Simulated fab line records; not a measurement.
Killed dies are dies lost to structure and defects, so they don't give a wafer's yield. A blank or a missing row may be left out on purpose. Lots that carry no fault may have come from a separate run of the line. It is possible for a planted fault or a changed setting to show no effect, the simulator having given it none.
Matching of chambers / flow nand_harc / 3 sister chambers for NHARC_A_CHANNEL_HOLE_D2_DEP_01 on pecvd-04
The step deposits SiON, target thk 140 nm. 16 wafers are shown with their chamber, then 8 later ones without.

## WAFERS, EACH WITH ITS CHAMBER
wafer=L075.1; chamber=0; heater_power_w (W)=724
wafer=L075.2; chamber=1; heater_power_w (W)=743
wafer=L075.3; chamber=2; heater_power_w (W)=874
wafer=L079.2; chamber=1; heater_power_w (W)=738
wafer=L079.4; chamber=2; heater_power_w (W)=863
wafer=L079.5; chamber=1; heater_power_w (W)=734
wafer=L081.2; chamber=2; heater_power_w (W)=870
wafer=L081.3; chamber=0; heater_power_w (W)=760
wafer=L081.6; chamber=0; heater_power_w (W)=608
wafer=L087.1; chamber=2; heater_power_w (W)=799
wafer=L087.4; chamber=2; heater_power_w (W)=819
wafer=L087.6; chamber=0; heater_power_w (W)=680
wafer=L090.1; chamber=1; heater_power_w (W)=716
wafer=L090.4; chamber=1; heater_power_w (W)=730
wafer=L090.5; chamber=0; heater_power_w (W)=633
wafer=L093.1; chamber=2; heater_power_w (W)=920

SIGNATURES (averages over the wafers above)
reading=heater_power_w; chamber 0=681.00; chamber 1=732.20; chamber 2=857.50; scatter within a chamber=44.2
Rule: a wafer's distance from a chamber is the root of the sum, over the readings, of the square of ((its reading less the chamber's mean) divided by the reading's scatter). If the next closest chamber is less than 2 further off than the closest, the wafer can't be placed; otherwise it belongs to the closest. The scatter is the square root of a quotient: the sum, over the shown wafers, of each reading's squared deviation from its chamber's mean, divided by wafers minus chambers.

## WAFERS WHOSE CHAMBER IS MISSING
wafer=L093.5; heater_power_w (W)=775
wafer=L093.6; heater_power_w (W)=901
wafer=L094.1; heater_power_w (W)=804
wafer=L094.4; heater_power_w (W)=817
wafer=L094.5; heater_power_w (W)=848
wafer=L097.2; heater_power_w (W)=881
wafer=L097.5; heater_power_w (W)=889
wafer=L097.6; heater_power_w (W)=664

## THE CHAMBER EACH PASSED THROUGH
wafer=L093.5; from the rows above=can't be placed: 1 or 2 or 0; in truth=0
wafer=L093.6; from the rows above=2; in truth=2
wafer=L094.1; from the rows above=can't be placed: 2 or 1 or 0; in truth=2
wafer=L094.4; from the rows above=can't be placed: 2 or 1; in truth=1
wafer=L094.5; from the rows above=2; in truth=2
wafer=L097.2; from the rows above=2; in truth=2
wafer=L097.5; from the rows above=2; in truth=2
wafer=L097.6; from the rows above=can't be placed: 0 or 1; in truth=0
Correct placement for 4 of the 8. Not placeable from these rows: 4 (in 4, the candidates include the true chamber). Wrongly placed: 0.
